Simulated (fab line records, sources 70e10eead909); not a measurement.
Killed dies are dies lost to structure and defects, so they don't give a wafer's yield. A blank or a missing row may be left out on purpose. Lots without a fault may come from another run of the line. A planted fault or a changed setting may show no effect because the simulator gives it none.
Which tool did it? | flow nand_harc | 10 lots, 30 wafers sampled, at 5 steps of a route of 1159

WHAT THE GAUGES READ, wafer by wafer
NHARC_P_GATE_CD_MEAS_59: target cd 720 nm.
lot  | measured     | on        | cd_nm (nm)
L596 | day 5 07:46  | cd_sem-02 | 720.7 719.0 718.8
L599 | day 6 01:46  | cd_sem-01 | 719.3 721.1 720.0
L601 | day 6 20:23  | cd_sem-01 | 723.6 721.7 721.6
L606 | day 7 19:59  | cd_sem-03 | 672.1 672.6 672.6
L607 | day 8 13:39  | cd_sem-01 | 673.8 671.4 670.0
L611 | day 8 23:49  | cd_sem-03 | 722.0 721.3 722.3
L614 | day 9 19:35  | cd_sem-03 | 718.7 719.6 720.8
L615 | day 10 01:19 | cd_sem-03 | 720.8 721.6 719.8
L616 | day 10 01:47 | cd_sem-01 | 720.3 719.5 718.0
L617 | day 10 12:31 | cd_sem-03 | 718.2 719.1 718.3

WHICH TOOL RAN EACH LOT (tool, then ch and the chambers of the sampled wafers, then the start)
lot  | NHARC_P_GATE_HM_OPEN_105                      | NHARC_P_GATE_ETCHBACK_37                      | NHARC_P_GATE_STRIP_101             | NHARC_P_GATE_EXPOSE_56
L596 | rie_diel-13 ch 0,1,3, day 5 04:17 or earlier  | rie_diel-12 ch 0,1,3, day 5 04:17 or earlier  | rie_diel-12 ch 0,1,3, day 5 04:17  | krf_scanner-04 ch 0, day 5 07:36
L599 | rie_diel-12 ch 1,2,3, day 5 22:59 or earlier  | rie_diel-13 ch 0,1, day 5 22:59 or earlier    | rie_diel-13 ch 0,1,3, day 5 22:59  | krf_scanner-04 ch 0, day 6 01:36
L601 | rie_diel-13 ch 0,1,2, day 6 17:44 or earlier  | rie_diel-10 ch 1,2, day 6 17:44 or earlier    | rie_diel-10 ch 0,2, day 6 17:44    | krf_scanner-04 ch 0, day 6 20:14
L606 | rie_diel-12 ch 0,2, day 7 17:25 or earlier    | rie_diel-12 ch 1,2,3, day 7 17:25 or earlier  | rie_diel-12 ch 1,2,3, day 7 17:25  | krf_scanner-02 ch 0, day 7 19:50
L607 | rie_diel-12 ch 2,3, day 8 11:02 or earlier    | rie_diel-12 ch 1,2, day 8 11:02 or earlier    | rie_diel-12 ch 0,1,3, day 8 11:02  | krf_scanner-02 ch 0, day 8 13:30
L611 | rie_diel-12 ch 0,1,2, day 8 21:16 or earlier  | rie_diel-12 ch 0,1,2, day 8 21:16 or earlier  | rie_diel-12 ch 0,1,3, day 8 21:16  | krf_scanner-01 ch 0, day 8 23:39
L614 | rie_diel-13 ch 0,1,2, day 9 16:49 or earlier  | rie_diel-10 ch 1,2,3, day 9 16:49 or earlier  | rie_diel-10 ch 0,1,3, day 9 16:49  | krf_scanner-01 ch 0, day 9 19:26
L615 | rie_diel-10 ch 0,1,3, day 9 22:26 or earlier  | rie_diel-13 ch 0,1,3, day 9 22:26 or earlier  | rie_diel-13 ch 0,2,3, day 9 22:26  | krf_scanner-01 ch 0, day 10 01:09
L616 | rie_diel-13 ch 0,2,3, day 9 22:49 or earlier  | rie_diel-10 ch 1,2,3, day 9 22:49 or earlier  | rie_diel-10 ch 1,2,3, day 9 22:49  | krf_scanner-04 ch 0, day 10 01:38
L617 | rie_diel-12 ch 0,2,3, day 10 09:44 or earlier | rie_diel-12 ch 0,1,3, day 10 09:44 or earlier | rie_diel-12 ch 0,1,3, day 10 09:44 | krf_scanner-04 ch 0, day 10 12:22
- NHARC_P_GATE_HM_OPEN_105: chemistry O2/COS, target depth 360 nm.
- NHARC_P_GATE_ETCHBACK_37: etches the open film in CHF3/O2, target depth 34.5 nm, time 17.2 s.
- NHARC_P_GATE_STRIP_101: strips in O2, time 20 s.
- NHARC_P_GATE_EXPOSE_56: exposes mask P PSD, target cd 720 nm.

WHAT THE TOOLS THEMSELVES READ (means of the sampled wafers that have a number; where no wafer has one, the mark that the record gives instead)
NHARC_P_GATE_HM_OPEN_105.
lot  | tool        | bias_w (W) | drypump_motor_current_A (A) | mfc_ar_sccm (sccm) | o2_flow_sccm (sccm) | oes_product_au (a.u.) | rf_vpp_V (V) | showerhead_plenum_p_Torr (Torr) | throttle_valve_pct (%)
L596 | rie_diel-13 | 299.6      | 6.2                         | 0.005              | 400.5               | 1.004                 | 468.1        | 3.12                            | 28.325
L599 | rie_diel-12 | 300.1      | 6.0                         | 0.016              | 400.4               | 1.001                 | 469.5        | 3.21                            | 28.326
L601 | rie_diel-13 | 300.3      | 6.1                         | 0.014              | 400.2               | 1.019                 | 467.1        | 3.09                            | 28.331
L606 | rie_diel-12 | 299.3      | 5.7                         | 0.005              | 400.2               | 0.999                 | 464.6        | 3.06                            | 28.328
L607 | rie_diel-12 | 300.7      | 6.0                         | 0.018              | 401.0               | 1.007                 | 470.8        | 3.30                            | 28.335
L611 | rie_diel-12 | 299.5      | 6.1                         | 0.004              | 401.1               | 0.996                 | 466.6        | 3.10                            | 28.330
L614 | rie_diel-13 | 300.3      | 6.0                         | 0.014              | 400.2               | 1.011                 | 465.6        | 3.08                            | 28.333
L615 | rie_diel-10 | 299.9      | 5.6                         | 0.010              | 400.2               | 0.996                 | 468.3        | 3.14                            | 28.329
L616 | rie_diel-13 | 300.7      | 5.9                         | 0.014              | 400.2               | 1.007                 | 466.1        | 3.07                            | 28.320
L617 | rie_diel-12 | 300.1      | 5.7                         | 0.017              | 400.5               | 0.994                 | 468.1        | 3.15                            | 28.319

NHARC_P_GATE_ETCHBACK_37.
lot  | tool        | bias_w (W) | drypump_motor_current_A (A) | mfc_ar_sccm (sccm) | o2_flow_sccm (sccm) | oes_product_au (a.u.) | rf_vpp_V (V) | showerhead_plenum_p_Torr (Torr) | throttle_valve_pct (%)
L596 | rie_diel-12 | 199.9      | 5.8                         | 199.5              | 10.017              | 1.00                  | 370.4        | 2.36                            | 20.576
L599 | rie_diel-13 | 199.8      | 6.0                         | 199.5              | 10.027              | 0.93                  | 371.3        | 2.42                            | 20.572
L601 | rie_diel-10 | 199.5      | 5.2                         | 199.5              | 9.980               | 0.99                  | 370.4        | 2.41                            | 20.576
L606 | rie_diel-12 | 200.2      | 6.1                         | 200.3              | 9.985               | 0.93                  | 372.5        | 2.47                            | 20.569
L607 | rie_diel-12 | 199.9      | 6.4                         | 200.1              | 10.007              | 0.93                  | 373.3        | 2.49                            | 20.560
L611 | rie_diel-12 | 199.7      | 6.1                         | 199.5              | 10.003              | 0.92                  | 370.4        | 2.38                            | 20.565
L614 | rie_diel-10 | 200.1      | 5.4                         | 200.7              | 10.025              | 1.00                  | 371.6        | 2.42                            | 20.575
L615 | rie_diel-13 | 200.4      | 6.2                         | 199.7              | 9.996               | 1.01                  | 371.5        | 2.39                            | 20.566
L616 | rie_diel-10 | 200.3      | 5.4                         | 200.0              | 9.990               | 1.00                  | 371.4        | 2.42                            | 20.575
L617 | rie_diel-12 | 199.9      | 5.8                         | 199.5              | 10.012              | 0.93                  | 369.3        | 2.36                            | 20.575

NHARC_P_GATE_STRIP_101.
lot  | tool        | drypump_motor_current_A (A) | mfc_ar_sccm (sccm) | o2_flow_sccm (sccm) | oes_product_au (a.u.) | rf_vpp_V (V) | showerhead_plenum_p_Torr (Torr) | throttle_valve_pct (%)
L596 | rie_diel-12 | 5.8                         | 0.015              | 499.7               | 1.004                 | 57.0         | 3.48                            | 17.053
L599 | rie_diel-13 | 6.2                         | 0.005              | 499.9               | 1.007                 | 56.0         | 3.52                            | 17.031
L601 | rie_diel-10 | 5.3                         | 0.016              | 501.0               | 0.993                 | 57.6         | 3.43                            | 17.053
L606 | rie_diel-12 | 6.1                         | 0.016              | 500.0               | 1.006                 | 58.0         | 3.62                            | 17.040
L607 | rie_diel-12 | 5.8                         | 0.015              | 500.4               | 1.011                 | 56.8         | 3.47                            | 17.042
L611 | rie_diel-12 | 5.8                         | 0.015              | 499.9               | 1.001                 | 57.7         | 3.47                            | 17.051
L614 | rie_diel-10 | 5.7                         | 0.010              | 498.7               | 0.998                 | 58.0         | 3.54                            | 17.036
L615 | rie_diel-13 | 5.9                         | 0.014              | 500.2               | 1.011                 | 57.9         | 3.46                            | 17.042
L616 | rie_diel-10 | 5.4                         | 0.011              | 499.6               | 0.999                 | 58.5         | 3.55                            | 17.032
L617 | rie_diel-12 | 5.8                         | 0.015              | 500.1               | 0.998                 | 58.2         | 3.46                            | 17.044

NHARC_P_GATE_EXPOSE_56.
lot  | tool           | exposure_dose_mJ_cm2
L596 | krf_scanner-04 | 14.809
L599 | krf_scanner-04 | 14.837
L601 | krf_scanner-04 | 14.799
L606 | krf_scanner-02 | 11.241
L607 | krf_scanner-02 | 11.224
L611 | krf_scanner-01 | 14.809
L614 | krf_scanner-01 | 14.793
L615 | krf_scanner-01 | 14.805
L616 | krf_scanner-04 | 14.816
L617 | krf_scanner-04 | 14.797

THE ANSWER, worked out from the rows above alone
Rule: what is usual is taken from the lots themselves. Put in order of their means at a reading, lots are off if they are a third of the lots or fewer, leave a main group of 4 or more, and stand apart from it by a gap of 3 or more times the standard deviation of the main group's means; of several such gaps the widest counts. A main group whose means are all the same, to the digits that the tables above print for the reading, isn't used. A lot without any number at a reading at which 4 lots or more have one is off too. The other lots that the step has rows for count as sound. The gauges are gone through in route order, then the tools' own readings, and for those a lot's mean is taken as printed above. The first step at which some lot is off is used, and at that step the reading that is off furthest; a lot without a number counts as furthest.
Off: L606, L607, at NHARC_P_GATE_CD_MEAS_59 (cd_nm). The main group: mean 720.3 nm, standard deviation 1.2.
A tool fits if, at a process step before that reading, it ran every lot that is off, and no sound lot after the first of them. The gauges at NHARC_P_GATE_CD_MEAS_59 aren't tried: what is off there is off at NHARC_P_GATE_EXPOSE_56 too, on other tools, and a gauge's error can't cause that. NHARC_P_GATE_HM_OPEN_105 gives no start for some lots, so the hours and the order of its lots are those of NHARC_P_GATE_STRIP_101. NHARC_P_GATE_ETCHBACK_37 gives no start for some lots, so the hours and the order of its lots are those of NHARC_P_GATE_STRIP_101. One fits: krf_scanner-02 at NHARC_P_GATE_EXPOSE_56. It ran no sound lot before its first lot that is off in this sample, so the start can't be narrowed down.
The tool's own readings at NHARC_P_GATE_EXPOSE_56 bear it out: on the lots that are off they differ by more than 5 times the standard deviation of the sound lots' means. exposure_dose_mJ_cm2 reads 11.232 there against 14.808 on the sound lots.

WHAT THE SIMULATOR HAD PUT IN
Process parameter drift: krf_scanner-02, from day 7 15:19 on, at NHARC_P_GATE_EXPOSE_56. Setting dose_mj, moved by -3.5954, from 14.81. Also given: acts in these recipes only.
Lots struck among those shown: L606, L607. The rule above found the same.
